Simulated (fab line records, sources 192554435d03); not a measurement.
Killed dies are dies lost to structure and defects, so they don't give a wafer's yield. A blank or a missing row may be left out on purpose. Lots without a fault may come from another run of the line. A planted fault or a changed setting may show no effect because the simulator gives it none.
fab line records | flow n5_finfet
record lots=7 wafers=21
route steps=1938 shown HKMG_FIN@434 GATE_CUT@490 MOL_CONTACT_COAG@532 BEOL_M0_SAQP@640 BEOL_M1@753
start_h: hours from the record's first day to the start of the lot's first wafer shown | wait_h: hours since the lot's step before | " the same as in the row above | L1.1+2: a row that stands for several wafers | - no value, or no start given | * or withheld: withheld | < > ~ a bound
route shown NAME@n: a module of which the file shows steps, and the number in the route of the first | usual: mean/standard deviation of fault-free wafers | same: alike in all rows | chamber/n: place in a boat | sites: the reading at each site | _std_site: their standard deviation | _edge_site: outer sites' mean less inner sites' | radius_mm: how far each site lies from the wafer's centre | mask NAME#n: copy n | behind: the tool/chamber that last shaped the wafer | hold: why the lot was held/for how many hours/how that ended | device: the transistor (n, p or np) that didn't switch | end of line: the same wafers' tests at the end of the route | a step without rows: its recipe alone | killed: dies lost to structure and defects at the first sort, not the wafer's yield | map: a wafer's dies, x killed, . not, _ none there
set.NAME: the setting as run; set.NAME@STEP: as run at that earlier step | model.NAME: the simulator's own value behind a step, which no gauge read
lots whose settings were changed on purpose; a table a step, a row a wafer
## steps
# step N5_HKMG_FIN_ETCH_31
# recipe chemistry=CF4 target=SiARC target_depth_a=455 mask_material=CAR-ArF time_s=75.8 ion_energy_ev=80 pressure_mtorr=40 source_w=545 bias_w=36 Ar_flow_sccm=100 cf4_flow_sccm=100 ends=cleared
# usual rf_vpp_V=184.2/0.96
# columns lot.wafer tool chamber start_h wait_h set.bias_w rf_vpp_V
L079.1 rie_diel-04 2 106.82 0.0 34.05 176.7
L079.4 " 0 " " 34.05 178.3
L079.6 " 2 " " 36 185.1
L080.1 rie_diel-01 1 112.70 0.0 36 183.9
L080.5 " 1 " " 36 183.9
L080.6 " 2 " " 36 185.0
L082.1 rie_diel-04 1 123.81 0.0 36 183.7
L082.2 " 2 " " 40.31 197.8
L082.6 " 0 " " 40.31 199.1
L084.2 rie_diel-04 0 134.88 0.0 40.14 199.2
L084.3 " 3 " " 36 183.5
L084.4 " 1 " " 40.14 197.2
L087.1 rie_diel-01 2 153.49 0.0 39.14 195.1
L087.4 " 1 " " 39.14 194.0
L087.6 " 1 " " 36 183.3
L089.3 rie_diel-01 2 166.33 0.0 36 185.2
L089.4 " 3 " " 36 183.7
L089.5 " 0 " " 36 183.6
L095.1 rie_diel-05 2 208.41 0.0 30.57 167.5
L095.3 " 3 " " 36 184.1
L095.6 " 1 " " 30.57 166.2
# step N5_GATE_CUT_DESCUM_18
# recipe chemistry=O2 time_s=7 source_power_w=50 bias_power_w=20 pressure_mtorr=20 rf_frequency_hz=2.712e+07 temp_c=40 resist=CAR-EUV o2_flow_sccm=225
# columns lot.wafer tool chamber start_h wait_h set.time_s model.CAR-EUV_of_GATE_CUT_COAT_07.thk_nm
L079.1+4+6 rie_diel-03 1,0,2 115.44 0.4 7 26
L080.1+5+6 rie_diel-03 0,1,0 121.07 0.0 7 26.2
L082.1+2+6 rie_diel-06 3,1,1 132.34 0.3 7 26
L084.2 rie_diel-03 3 143.61 0.0 7 26.2
L084.3 " 2 " " 7 26
L084.4 " 0 " " 6.181 26.6
L087.1 rie_diel-02 0 162.16 0.0 7 26
L087.4+6 " 1,3 " " 8.547 25.4
L089.3 rie_diel-03 2 175.06 0.3 5.803 26.4
L089.4 " 0 " " 7 26
L089.5 " 2 " " 5.803 26.6
L095.1+3 rie_diel-02 3,1 218.05 0.0 8.152 25.4
L095.6 " 3 " " 7 26
# step N5_GATE_CUT_ETCH_28
# recipe chemistry=N2/H2 target=underlayer target_depth_a=130 mask_material=CAR-EUV time_s=10.4 ion_energy_ev=200 pressure_mtorr=30 source_w=840 bias_w=150 n2_flow_sccm=200 h2_flow_sccm=200 ends=cleared
# columns lot.wafer tool chamber start_h wait_h set.time_s@GATE_CUT_DESCUM_18 model.CAR-EUV_of_GATE_CUT_COAT_07.thk_nm
L079.1 rie_diel-03 1 115.48 0.0 7 14.8
L079.4+6 " 0,2 " " 7 14.6
L080.1+5+6 rie_diel-03 0,1,0 121.11 0.0 7 14.8
L082.1+2+6 rie_diel-06 3,1,1 132.39 0.0 7 14.6
L084.2 rie_diel-03 3 143.64 0.0 7 14.8
L084.3 " 2 " " 7 14.6
L084.4 " 0 " " 6.181 15
L087.1 rie_diel-02 0 162.20 0.0 7 14.6
L087.4+6 " 1,3 " " 8.547 13.8
L089.3+5 rie_diel-03 2 175.09 0.0 5.803 15.2
L089.4 " 0 " " 7 14.6
L095.1+3 rie_diel-02 3,1 218.08 0.0 8.152 14
L095.6 " 3 " " 7 14.6
# step N5_GATE_CUT_ETCH_36
# recipe chemistry=CF4 target=SiARC target_depth_a=130 mask_material=CAR-EUV time_s=21.7 ion_energy_ev=80 pressure_mtorr=40 source_w=545 bias_w=36 Ar_flow_sccm=100 cf4_flow_sccm=100 ends=cleared
# columns lot.wafer tool chamber start_h wait_h set.cf4_flow_sccm set.time_s@GATE_CUT_DESCUM_18 model.CAR-EUV_of_GATE_CUT_COAT_07.thk_nm
L079.1 rie_diel-03 1 115.50 0.0 100 7 7
L079.4+6 " 0,2 " " 107.9 7 7
L080.1+5+6 rie_diel-03 0,1,0 121.13 0.0 100 7 7.2
L082.1 rie_diel-06 3 132.42 0.0 100 7 6.8
L082.2 " 1 " " 100 7 7
L082.6 " 1 " " 91.75 7 6.8
L084.2 rie_diel-03 3 143.66 0.0 89.82 7 7
L084.3 " 2 " " 100 7 7
L084.4 " 0 " " 100 6.181 7.4
L087.1 rie_diel-02 0 162.22 0.0 100 7 7
L087.4 " 1 " " 100 8.547 6
L087.6 " 3 " " 100 8.547 6.2
L089.3 rie_diel-03 2 175.11 0.0 100 5.803 7.4
L089.4 " 0 " " 100 7 7
L089.5 " 2 " " 88.63 5.803 7.6
L095.1 rie_diel-02 3 218.10 0.0 100 8.152 6.4
L095.3 " 1 " " 121.9 8.152 6.4
L095.6 " 3 " " 121.9 7 6.8
# step N5_MOL_CONTACT_COAG_ETCH_106
# recipe chemistry=N2/H2 target=SOC target_depth_a=800 overetch_a=160 mask_material=SiARC temp_c=40 time_s=120 ion_energy_ev=200 pressure_mtorr=30 source_w=840 bias_w=150 n2_flow_sccm=200 h2_flow_sccm=200
# usual rf_vpp_V=524.2/1.8
# columns lot.wafer tool chamber start_h wait_h set.source_w rf_vpp_V
L079.1 rie_diel-01 1 119.66 0.0 840 524.4
L079.4 " 3 " " 840 524.4
L079.6 " 1 " " 840 521.2
L080.1 rie_diel-01 3 124.95 0.0 840 525.1
L080.5 " 1 " " 840 524.6
L080.6 " 0 " " 840 523.2
L082.1 rie_diel-01 0 136.77 0.0 840 521.9
L082.2 " 1 " " 840 522.7
L082.6 " 1 " " 840 523.1
L084.2 rie_diel-05 1 147.74 0.0 840 524.1
L084.3 " 3 " " 913.5 507.8
L084.4 " 1 " " 840 523.5
L087.1 rie_diel-04 3 166.12 0.0 840 524.3
L087.4 " 1 " " 840 522.4
L087.6 " 2 " " 760.6 541.5
L089.3 rie_diel-04 3 179.83 0.1 840 524.0
L089.4 " 2 " " 840 523.6
L089.5 " 3 " " 840 523.6
L095.1 rie_diel-04 2 222.04 0.0 840 523.0
L095.3 " 1 " " 840 522.7
L095.6 " 2 " " 954 503.6
# step N5_MOL_CONTACT_COAG_ETCH_110
# recipe chemistry=CF4/O2 target=Si target_depth_a=25 time_s=8 pressure_mtorr=100 source_w=200 bias_w=12 ion_energy_ev=60 Ar_flow_sccm=100 cf4_flow_sccm=100 O2_flow_sccm=10
# usual rf_vpp_V=127.7/1.7
# columns lot.wafer tool chamber start_h wait_h set.bias_w rf_vpp_V model.etch.depth_nm
L079.1 rie_diel-01 1 119.86 0.0 12 126.5 2.546
L079.4 " 3 " " 12 125.3 2.54
L079.6 " 1 " " 12 126.6 2.526
L080.1 rie_diel-01 3 125.14 0.0 12 124.8 2.526
L080.5 " 1 " " 12 126.5 2.532
L080.6 " 0 " " 12 127.8 2.521
L082.1 rie_diel-01 0 136.96 0.0 13.69 144.5 2.67
L082.2 " 1 " " 13.69 142.1 2.672
L082.6 " 1 " " 12 127.0 2.533
L084.2 rie_diel-05 1 147.93 0.0 12 124.0 2.531
L084.3 " 3 " " 12 126.9 2.516
L084.4 " 1 " " 13.56 140.6 2.629
L087.1 rie_diel-04 3 166.32 0.0 12 127.9 2.527
L087.4 " 1 " " 14.03 145.3 2.618
L087.6 " 2 " " 12 127.6 2.453
L089.3 rie_diel-04 3 180.10 0.1 10.16 113.2 2.361
L089.4 " 2 " " 10.16 112.1 2.284
L089.5 " 3 " " 12 129.3 2.514
L095.1 rie_diel-04 2 222.23 0.0 13.52 140.4 2.586
L095.3 " 1 " " 13.52 141.7 2.684
L095.6 " 2 " " 12 127.1 2.463
# step N5_BEOL_M0_SAQP_HM_DEP_111
# recipe material=SiO2 target_thk_a=120 temp_c=400 precursor=SiH4/N2O pressure_torr=0.75 rf_w=275 time_s=7.2
# columns lot.wafer tool chamber start_h wait_h set.time_s model.SiO2_of_BEOL_M0_SAQP_HM_DEP_111.thk_nm
L079.1 pecvd-03 2 137.36 0.0 7.2 11.8
L079.4 " 2 " " 7.629 12.4
L079.6 " 1 " " 7.629 12.6
L080.1 pecvd-04 1 145.07 0.0 7.2 12
L080.5+6 " 1,0 " " 7.2 12.2
L082.1 pecvd-04 1 153.69 0.0 7.786 12.6
L082.2 " 0 " " 7.2 11.6
L082.6 " 1 " " 7.786 12.8
L084.2 pecvd-03 0 165.84 0.0 7.2 11.8
L084.3 " 2 " " 7.2 12
L084.4 " 2 " " 7.2 12.2
L087.1 pecvd-04 0 187.67 0.0 6.29 10.4
L087.4 " 0 " " 6.29 10.6
L087.6 " 2 " " 7.2 12.2
L089.3 pecvd-01 1 205.60 0.1 7.2 12
L089.4+5 " 0,1 " " 6.418 10.6
L095.1 pecvd-04 0 239.93 0.0 7.2 11.8
L095.3+6 " 1 " " 7.2 12
# step N5_BEOL_M0_SAQP_COAT_81
# recipe resist=SOC temp_c=250 time_s=60 spin_rpm=1500 resist_thk_nm=100
# columns lot.wafer tool chamber start_h wait_h set.temp_c
L079.1+4 litho_track-03 0 137.44 0.1 258.7
L079.6 " 0 " " 250
L080.1+5+6 litho_track-03 0 145.14 0.1 250
L082.1+2 litho_track-01 0 153.76 0.1 253.8
L082.6 " 0 " " 250
L084.2 litho_track-01 0 165.92 0.1 255.2
L084.3+4 " 0 " " 250
L087.1+6 litho_track-01 0 187.77 0.1 256.5
L087.4 " 0 " " 250
L089.3+4+5 litho_track-02 0 205.68 0.1 250
L095.1+3+6 litho_track-01 0 240.00 0.1 250
# step N5_BEOL_M0_SAQP_COAT_82
# recipe resist=SiARC temp_c=220 time_s=60 spin_rpm=1500 resist_thk_nm=30
# step N5_BEOL_M0_SAQP_COAT_08
# recipe resist=CAR-ArF spin_rpm=1500 resist_thk_nm=90
# step N5_BEOL_M0_SAQP_ETCH_84
# recipe chemistry=N2/H2 target=SOC target_depth_a=1000 overetch_a=200 mask_material=SiARC temp_c=40 time_s=150 ion_energy_ev=200 pressure_mtorr=30 source_w=840 bias_w=150 n2_flow_sccm=200 h2_flow_sccm=200
# step N5_BEOL_M0_SAQP_STRIP_80
# recipe chemistry=N2/H2 temp_c=40 n2_flow_sccm=200 h2_flow_sccm=200 rf_frequency_hz=6e+07
# step N5_BEOL_M0_SAQP_HM_OPEN_112
# recipe chemistry=CHF3/O2 target=SiO2 stop_on=a-Si target_depth_a=120 over_etch_frac=1.25 mask_material=SOC time_s=13.5 pressure_mtorr=30 source_w=650 bias_w=170 Ar_flow_sccm=200 CHF3_flow_sccm=50 O2_flow_sccm=5 ion_energy_ev=200 ends=end_point
# columns lot.wafer tool chamber start_h wait_h set.time_s@BEOL_M0_SAQP_HM_DEP_111 model.etch.depth_nm
L079.1 rie_diel-06 1 138.16 0.0 7.2 11.76
L079.4 " 3 " " 7.629 12.44
L079.6 " 1 " " 7.629 12.66
L080.1 rie_diel-06 3 145.88 0.0 7.2 12.07
L080.5 " 2 " " 7.2 12.26
L080.6 " 1 " " 7.2 12.13
L082.1 rie_diel-03 1 154.41 0.0 7.786 12.66
L082.2 " 0 " " 7.2 11.68
L082.6 " 0 " " 7.786 12.82
L084.2 rie_diel-03 0 166.44 0.0 7.2 11.77
L084.3 " 1 " " 7.2 11.92
L084.4 " 3 " " 7.2 12.11
L087.1 rie_diel-03 2 188.29 0.0 6.29 10.32
L087.4 " 1 " " 6.29 10.61
L087.6 " 1 " " 7.2 12.2
L089.3 rie_diel-06 1 206.33 0.0 7.2 11.94
L089.4 " 3 " " 6.418 10.51
L089.5 " 2 " " 6.418 10.59
L095.1 rie_diel-02 3 240.53 0.0 7.2 11.87
L095.3 " 2 " " 7.2 12.08
L095.6 " 3 " " 7.2 12.05
# step N5_BEOL_M0_SAQP_STRIP_113
# recipe chemistry=CHF3/O2 resist=SiARC rf_frequency_hz=6e+07
# step N5_BEOL_M0_SAQP_MANDREL_ETCH_20
# recipe target_depth_a=600 chemistry=HBr/Cl2 target=a-Si stop_on=SiNx bt_time_s=10 mask_material=SOC over_etch_frac=0.5 time_s=30 pressure_mtorr=10 icp_w=800 bias_w=75 HBr_flow_sccm=150 Cl2_flow_sccm=80 ends=end_point
# step N5_BEOL_M0_SAQP_STRIP_86
# recipe chemistry=N2/H2 power_w=500 temp_c=40 pressure_mtorr=50 rf_frequency_hz=6e+07 overash_fraction=0.3 bias_power_w=28 h2_frac=0.5 n2_flow_sccm=300 h2_flow_sccm=300
# step N5_BEOL_M0_SAQP_STRIP_115
# recipe chemistry=post_etch_residue_remover time_s=60 temp_c=25 remover_ph=withheld remover_water_wt_pct=withheld remover_fluoride_wt_pct=withheld
# columns lot.wafer tool chamber start_h wait_h set.time_s@BEOL_M0_SAQP_HM_DEP_111 model.SiO2_of_BEOL_M0_SAQP_HM_DEP_111.thk_nm
L079.1 wet_bench-06 1 138.41 - 7.2 11.6
L079.4 " 2 " " 7.629 12.4
L079.6 " 0 " " 7.629 12.6
L080.1+6 wet_bench-02 0,2 146.13 - 7.2 12
L080.5 " 7 " " 7.2 12.2
L082.1 wet_bench-02 4 154.66 - 7.786 12.6
L082.2 " 6 " " 7.2 11.6
L082.6 " 1 " " 7.786 12.8
L084.2 wet_bench-06 2 166.70 - 7.2 11.6
L084.3 " 7 " " 7.2 11.8
L084.4 " 3 " " 7.2 12
L087.1 wet_bench-01 6 188.54 - 6.29 10.2
L087.4 " 3 " " 6.29 10.6
L087.6 " 7 " " 7.2 12.2
L089.3 wet_bench-06 4 206.59 - 7.2 11.8
L089.4+5 " 6,3 " " 6.418 10.4
L095.1 wet_bench-06 4 240.78 - 7.2 11.8
L095.3+6 " 2,3 " " 7.2 12
# step N5_BEOL_M0_SAQP_ETCH_107
# recipe chemistry=CH3F/O2 target=SiNx target_depth_a=300 mask_material=SOC pressure_mtorr=30 source_w=395 bias_w=73 Ar_flow_sccm=150 CH3F_flow_sccm=30 O2_flow_sccm=20 ion_energy_ev=120
# usual rf_vpp_V=297.1/2.8
# columns lot.wafer tool chamber start_h wait_h set.bias_w rf_vpp_V
L079.1 rie_diel-06 0 140.30 0.0 73 295.6
L079.4 " 1 " " 73 302.0
L079.6 " 1 " " 73 301.0
L080.1 rie_diel-03 2 148.24 0.0 73 296.7
L080.5 " 0 " " 73 296.6
L080.6 " 1 " " 73 300.2
L082.1 rie_diel-06 2 157.58 0.0 60.54 253.9
L082.2 " 1 " " 73 299.8
L082.6 " 2 " " 73 293.2
L084.2 rie_diel-03 2 168.61 0.0 73 296.5
L084.3 " 3 " " 73 302.9
L084.4 " 0 " " 73 296.7
L087.1 rie_diel-03 2 191.41 0.0 73 297.2
L087.4 " 0 " " 73 295.6
L087.6 " 3 " " 73 302.3
L089.3 rie_diel-03 0 208.50 0.0 73 296.1
L089.4 " 3 " " 80.42 324.0
L089.5 " 1 " " 73 301.8
L095.1 rie_diel-06 3 242.78 0.0 73 296.4
L095.3 " 0 " " 73 292.2
L095.6 " 2 " " 73 294.0
# step N5_BEOL_M1_PECVD_72
# recipe material=SiO2 target_thk_a=160 temp_c=400 precursor=TEOS/O2 pressure_torr=5.5 rf_w=450 teos_flow_sccm=53.8 gas=O2 flow_sccm=3000 time_s=18
# columns lot.wafer tool chamber start_h wait_h set.time_s model.SiO2_of_BEOL_M1_PECVD_72.thk_nm
L079.1+4 pecvd-01 1,0 152.04 0.0 16.92 15
L079.6 " 2 " " 18 16.2
L080.1 pecvd-01 2 157.26 0.0 18 15.8
L080.5 " 0 " " 18 16
L080.6 " 2 " " 18 16.2
L082.1+6 pecvd-02 2,0 170.26 0.0 18 16.2
L082.2 " 0 " " 17.08 15.4
L084.2 pecvd-01 0 177.81 0.0 18 15.8
L084.3 " 2 " " 18 16
L084.4 " 0 " " 18 16.4
L087.1+4 pecvd-01 1,0 198.86 0.0 18 15.8
L087.6 " 2 " " 18 16
L089.3 pecvd-01 1 220.15 0.1 15.91 14.4
L089.4 " 0 " " 15.91 14.6
L089.5 " 1 " " 18 16
L095.1+6 pecvd-04 2,1 251.71 0.0 18 16
L095.3 " 0 " " 19.19 17
# step N5_BEOL_M1_HM_DEP_02
# recipe material=TiN target_thk_a=200 temp_c=25 chamber_pressure_pa=0.49996
# columns lot.wafer tool chamber start_h wait_h set.target_thk_a model.TiN_of_BEOL_M1_HM_DEP_02.thk_nm
L079.1 pvd_sputter-03 - 153.22 1.2 200 20.2
L079.4+6 " - " " 214.8 21.6
L080.1+5+6 pvd_sputter-01 - 159.26 2.0 200 19.8
L082.1+2 pvd_sputter-01 - 174.52 4.2 200 20
L082.6 " - " " 210.3 21
L084.2+4 pvd_sputter-03 - 178.47 0.6 200 20.2
L084.3 " - " " 192.9 19.4
L087.1 pvd_sputter-02 - 200.22 1.3 200 20
L087.4 " - " " 215.5 21.6
L087.6 " - " " 215.5 21.4
L089.3+5 pvd_sputter-03 - 222.12 2.0 200 20
L089.4 " - " " 200 20.2
L095.1+3+6 pvd_sputter-03 - 253.90 2.2 210.1 21
# step N5_BEOL_M1_ETCH_64
# recipe chemistry=N2/H2 target=SOC target_depth_a=750 overetch_a=150 mask_material=SiARC temp_c=40 time_s=112.5 ion_energy_ev=200 pressure_mtorr=30 source_w=840 bias_w=150 n2_flow_sccm=200 h2_flow_sccm=200
# usual rf_vpp_V=524.3/2.7
# columns lot.wafer tool chamber start_h wait_h set.source_w rf_vpp_V
L079.1 rie_diel-06 1 153.81 0.0 746 547.2
L079.4 " 2 " " 840 521.5
L079.6 " 2 " " 746 541.3
L080.1 rie_diel-03 1 160.74 0.0 840 526.8
L080.5 " 1 " " 840 526.0
L080.6 " 0 " " 840 522.5
L082.1 rie_diel-06 1 175.24 0.0 840 527.0
L082.2 " 2 " " 773 535.4
L082.6 " 2 " " 840 521.4
L084.2 rie_diel-02 0 179.06 0.0 840 524.3
L084.3 " 1 " " 840 525.9
L084.4 " 2 " " 840 525.9
L087.1 rie_diel-06 0 200.82 0.0 840 522.5
L087.4 " 3 " " 900.3 510.5
L087.6 " 2 " " 900.3 509.2
L089.3 rie_diel-06 1 222.88 0.0 840 526.9
L089.4 " 0 " " 929.1 506.5
L089.5 " 3 " " 929.1 505.0
L095.1 rie_diel-03 1 254.62 0.0 956.8 503.3
L095.3 " 0 " " 840 522.0
L095.6 " 1 " " 840 525.0
# step N5_BEOL_M1_STRIP_65
# recipe chemistry=N2/H2 temp_c=40 n2_flow_sccm=200 h2_flow_sccm=200 rf_frequency_hz=6e+07
# step N5_BEOL_M1_STRIP_75
# recipe chemistry=N2/H2 temp_c=40 n2_flow_sccm=200 h2_flow_sccm=200 rf_frequency_hz=6e+07
# step N5_BEOL_M1_STRIP_66
# recipe chemistry=CF4 resist=SiARC power_w=300 bias_power_w=75 pressure_mtorr=50 cf4_flow_sccm=150 rf_frequency_hz=6e+07
# step N5_BEOL_M1_HM_OPEN_17
# recipe chemistry=Cl2/BCl3 target_depth_a=200 overetch_a=60 target=TiN mask_material=SOC ion_energy_ev=150 pressure_mtorr=10 icp_w=1000 bias_w=126 Cl2_flow_sccm=53.25 bcl3_flow_sccm=21.75 Ar_flow_sccm=25
# columns lot.wafer tool chamber start_h wait_h set.target_thk_a@BEOL_M1_HM_DEP_02 model.etch.depth_nm
L079.1 rie_metal-02 0 153.98 0.0 200 20.14
L079.4 " 1 " " 214.8 21.55
L079.6 " 1 " " 214.8 21.52
L080.1 rie_metal-01 1 160.91 0.0 200 19.84
L080.5+6 " 1,0 " " 200 19.89
L082.1 rie_metal-01 1 175.41 0.0 200 20.08
L082.2 " 0 " " 200 19.99
L082.6 " 0 " " 210.3 21.07
L084.2 rie_metal-03 1 179.23 0.0 200 20.12
L084.3 " 0 " " 192.9 19.36
L084.4 " 1 " " 200 20.17
L087.1 rie_metal-02 0 200.98 0.0 200 20.08
L087.4 " 0 " " 215.5 21.61
L087.6 " 0 " " 215.5 21.47
L089.3 rie_metal-01 0 223.08 0.1 200 20.07
L089.4 " 1 " " 200 20.2
L089.5 " 1 " " 200 20.01
L095.1 rie_metal-03 1 254.79 0.0 210.1 20.91
L095.3 " 1 " " 210.1 21.07
L095.6 " 1 " " 210.1 21.09
## key
split step=N5_HKMG_FIN_ETCH_31 setting=bias_w stated=36 by=wafer
response step=N5_HKMG_FIN_ETCH_31 reading=rf_vpp_V change=+1.22 per=1% r=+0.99
split step=N5_GATE_CUT_DESCUM_18 setting=time_s stated=7 by=wafer
response step=N5_GATE_CUT_DESCUM_18 reading=model.CAR-EUV_of_GATE_CUT_COAT_07.thk_nm change=-0.0316 per=1% r=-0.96
response step=N5_GATE_CUT_ETCH_28 reading=model.CAR-EUV_of_GATE_CUT_COAT_07.thk_nm change=-0.0348 per=1% r=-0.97
response step=N5_GATE_CUT_ETCH_36 reading=model.CAR-EUV_of_GATE_CUT_COAT_07.thk_nm change=-0.0334 per=1% r=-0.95
split step=N5_GATE_CUT_ETCH_36 setting=cf4_flow_sccm stated=100 by=wafer
response none clear
split step=N5_MOL_CONTACT_COAG_ETCH_106 setting=source_w stated=840 by=wafer
response step=N5_MOL_CONTACT_COAG_ETCH_106 reading=rf_vpp_V change=-1.64 per=1% r=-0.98
split step=N5_MOL_CONTACT_COAG_ETCH_110 setting=bias_w stated=12 by=wafer
response step=N5_MOL_CONTACT_COAG_ETCH_110 reading=rf_vpp_V change=+1.1 per=1% r=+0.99
response step=N5_MOL_CONTACT_COAG_ETCH_110 reading=model.etch.depth_nm change=+0.0101 per=1% r=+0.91
split step=N5_BEOL_M0_SAQP_HM_DEP_111 setting=time_s stated=7.2 by=wafer
response step=N5_BEOL_M0_SAQP_HM_DEP_111 reading=model.SiO2_of_BEOL_M0_SAQP_HM_DEP_111.thk_nm change=+0.131 per=1% r=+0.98
response step=N5_BEOL_M0_SAQP_HM_OPEN_112 reading=model.etch.depth_nm change=+0.133 per=1% r=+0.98
response step=N5_BEOL_M0_SAQP_STRIP_115 reading=model.SiO2_of_BEOL_M0_SAQP_HM_DEP_111.thk_nm change=+0.138 per=1% r=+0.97
split step=N5_BEOL_M0_SAQP_COAT_81 setting=temp_c stated=250 by=wafer
response none clear
split step=N5_BEOL_M0_SAQP_ETCH_107 setting=bias_w stated=73 by=wafer
response step=N5_BEOL_M0_SAQP_ETCH_107 reading=rf_vpp_V change=+2.49 per=1% r=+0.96
split step=N5_BEOL_M1_PECVD_72 setting=time_s stated=18 by=wafer
response step=N5_BEOL_M1_PECVD_72 reading=model.SiO2_of_BEOL_M1_PECVD_72.thk_nm change=+0.147 per=1% r=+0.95
split step=N5_BEOL_M1_HM_DEP_02 setting=target_thk_a stated=200 by=wafer
response step=N5_BEOL_M1_HM_DEP_02 reading=model.TiN_of_BEOL_M1_HM_DEP_02.thk_nm change=+0.195 per=1% r=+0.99
response step=N5_BEOL_M1_HM_OPEN_17 reading=model.etch.depth_nm change=+0.192 per=1% r=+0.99
split step=N5_BEOL_M1_ETCH_64 setting=source_w stated=840 by=wafer
response step=N5_BEOL_M1_ETCH_64 reading=rf_vpp_V change=-1.72 per=1% r=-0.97
